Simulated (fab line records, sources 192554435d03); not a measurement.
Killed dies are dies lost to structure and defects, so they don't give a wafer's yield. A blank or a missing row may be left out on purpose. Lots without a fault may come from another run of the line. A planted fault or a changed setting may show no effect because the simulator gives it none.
A struck lot beside a sound one | flow n5_finfet | 44 steps out of a route of 1938
Sound: wafers L747.2, L747.3, L747.6. Struck: wafers L754.2, L754.3, L754.5. The cause comes at the end.
At each step with rows: each side's tool, then ch and its chambers, then its first start. Under that, the readings that differ: sound wafers | struck wafers | difference of the means | sigmas: that difference in standard deviations of wafers without a fault.
alike: readings whose means differ by less than 2 such deviations, and words and numbers that are the same on both sides. not compared: withheld readings, readings that some wafer has no value for, bounds like >300 that may hide the same value, and numbers for which the record gives no deviation and whose values overlap.
The two part at a step that has a row with sigmas, a row that says differs or no value, or rows on one side only. Numbers that don't overlap but have no deviation are shown without sigmas and don't part them. A reading that every wafer of one side lacks parts them only if that side has two wafers or more.

first, 11 steps without rows for these wafers: N5_BEOL_M4_DESCUM_33 (chemistry O2, time 7 s); N5_BEOL_M4_ETCH_77 (etches underlayer in N2/H2, target depth 6.5 nm, time 5.2 s); N5_BEOL_M4_ETCH_69 (etches SiARC in CF4, target depth 15.6 nm, time 26 s); N5_BEOL_M4_ALD_98 (deposits SiO2, target thk 2.5 nm, pulse time 1 s, co reactant pulse time 1 s); N5_BEOL_M4_ETCHBACK_99 (etches SiO2 in CHF3, target depth 5 nm, time 10.4 s); N5_BEOL_M4_ETCH_70 (etches SOC in N2/H2, target depth 80 nm, overetch 24 nm, time 130 s); N5_BEOL_M4_STRIP_71 (strips in N2/H2); N5_BEOL_M4_STRIP_78 (strips in N2/H2); N5_BEOL_M4_VIA_ETCH_34 (etches the open film in C4F6/O2, target depth 69.4 nm, time 65.9 s); N5_BEOL_M4_STRIP_83 (strips in C4F6/O2); N5_BEOL_M4_STRIP_36 (strips in N2/H2).
N5_BEOL_M4_TRENCH_ETCH_37: etches SiOC in C4F6/O2, target depth 55.555 nm, time 29.2 s.
  sound on rie_diel-03 ch 0,1,3, day 10 18:47; struck on rie_diel-03 ch 0,1,2, day 12 08:37
  reading                             | sound             | struck            | difference | sigmas
  rf_fwd_power_W (W)                  | 347.4 346.2 349.6 | 267.1 261.9 263.8 | -83.5      | -46
  rf_vpp_V (V)                        | 665 668 663       | 773 771 779       | +109       | +10
  model.BEOL_M4.feature_depth_nm (nm) | 53.8 54.8 53.6    | 48.8 48.6 49.4    | -5.1       |
  model.etch.depth_nm (nm)            | 53.79 54.89 53.57 | 48.88 48.59 49.37 | -5.14      |
  alike: bias_w, drypump_motor_current_A, oes_f_703_au, oes_product_au, showerhead_plenum_p_Torr, throttle_valve_pct
  not compared: rf_hours_counter_h
then, 2 steps without rows for these wafers: N5_BEOL_M4_ETCH_41 (etches SiCN in CH3F/O2, target depth 29.9 nm, time 52.5 s); N5_BEOL_M4_STRIP_97 (strips in N2/H2, time 10 s).
N5_BEOL_M4_OCD_MEAS_38:
  sound on ocd-02, day 10 18:56; struck on ocd-01, day 12 08:46
  reading              | sound          | struck         | difference | sigmas
  trench_depth_nm (nm) | 54.0 54.6 53.3 | 48.5 48.3 49.5 | -5.2       | -5
then, 25 steps without rows for these wafers: N5_BEOL_M4_HM_STRIP_39 (strips TiN in peroxide tin strip, target depth 25 nm, time 158 s); N5_BEOL_M4_SRD_40 (time 30 s); N5_BEOL_M4_PRECLEAN_42 (cleans in residue remover, time 60 s); N5_BEOL_M4_SRD_43 (time 30 s); N5_BEOL_M4_DEGAS_44 (time 60 s); N5_BEOL_M4_PRE_CLEAN_45 (time 30 s); N5_BEOL_M4_ALD_84 (deposits TaN, pulse time 2 s, purge time 3 s, co reactant purge time 2 s); N5_BEOL_M4_SURFACE_TREAT_85; N5_BEOL_M4_CVD_47 (deposits Co from CCTBA/H2, target thk 3 nm, time 223.8 s); N5_BEOL_M4_SPUTTER_48 (material Cu, target thk 4.5 nm, time 8.29 s); N5_BEOL_M4_ANNEAL_49 (time 240 s); N5_BEOL_M4_SPUTTER_79 (material Cu, target thk 4.5 nm, time 8.29 s); N5_BEOL_M4_ANNEAL_80 (time 240 s); N5_BEOL_M4_SPUTTER_81 (material Cu, target thk 4.5 nm, time 8.29 s); N5_BEOL_M4_ANNEAL_82 (time 240 s); N5_BEOL_M4_SPUTTER_86 (material Cu, target thk 4.5 nm, time 8.29 s); N5_BEOL_M4_ANNEAL_87 (time 240 s); N5_BEOL_M4_SPUTTER_88 (material Cu, target thk 4.5 nm, time 8.29 s); N5_BEOL_M4_ANNEAL_89 (time 240 s); N5_BEOL_M4_SPUTTER_90 (material Cu, target thk 4.5 nm, time 8.29 s); N5_BEOL_M4_ANNEAL_91 (time 240 s); N5_BEOL_M4_SPUTTER_92 (material Cu, target thk 4.5 nm, time 8.29 s); N5_BEOL_M4_ANNEAL_93 (time 240 s); N5_BEOL_M4_SPUTTER_94 (material Cu, target thk 4.5 nm, time 8.29 s); N5_BEOL_M4_ANNEAL_95 (time 240 s).
N5_BEOL_M4_CMP_52: polishes, stops on SiOC, t overpolish 6.8 s, target thk 40 nm.
  sound on cmp-03 ch 1,2,3, day 10 22:31; struck on cmp-03 ch 1,3, day 12 12:15
  reading                                | sound          | struck     | difference | sigmas
  model.Cu_of_BEOL_M4_ECD_50.thk_nm (nm) | 36.8 39.8 36.4 | 32.6 32 34 | -4.8       |
  alike: barrier_field_endpoint_s, head_pressure_psi, motor_current_A, overpolish_run_s, time_to_endpoint_s
N5_BEOL_M4_THK_MEAS_53: measures by xrf.
  sound on film_metro-01, day 10 22:49; struck on film_metro-01, day 12 12:31
  reading     | sound          | struck         | difference | sigmas
  M4_THK (nm) | 36.9 39.9 36.6 | 32.8 32.2 34.1 | -4.8       | -3
N5_BEOL_M4_RS_MEAS_58: measures by four-point-probe.
  sound on film_metro-01, day 10 23:05; struck on film_metro-01, day 12 12:46
  reading        | sound          | struck         | difference | sigmas
  M4_RS (ohm/sq) | 0.74 0.67 0.75 | 0.87 0.89 0.83 | +0.14      | +4
N5_BEOL_M4_RC_MEAS_101:
  sound on prober-02 ch 0, day 10 23:17; struck on prober-02 ch 0, day 12 12:58
  alike: DIBL_N, DIBL_P, IOFF_N, IOFF_P, ION_N, ION_P, SS_N, SS_P, VT_N, VT_P

WHERE THEY PART
First at N5_BEOL_M4_TRENCH_ETCH_37; last, within this record, at N5_BEOL_M4_RS_MEAS_58. Later steps at which nothing parts them and some readings are alike: N5_BEOL_M4_RC_MEAS_101.

WHY: what the simulator had put in
Process parameter drift: rie_diel-03, from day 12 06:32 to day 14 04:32, at N5_BEOL_M4_TRENCH_ETCH_37. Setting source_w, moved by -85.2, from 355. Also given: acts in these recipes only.
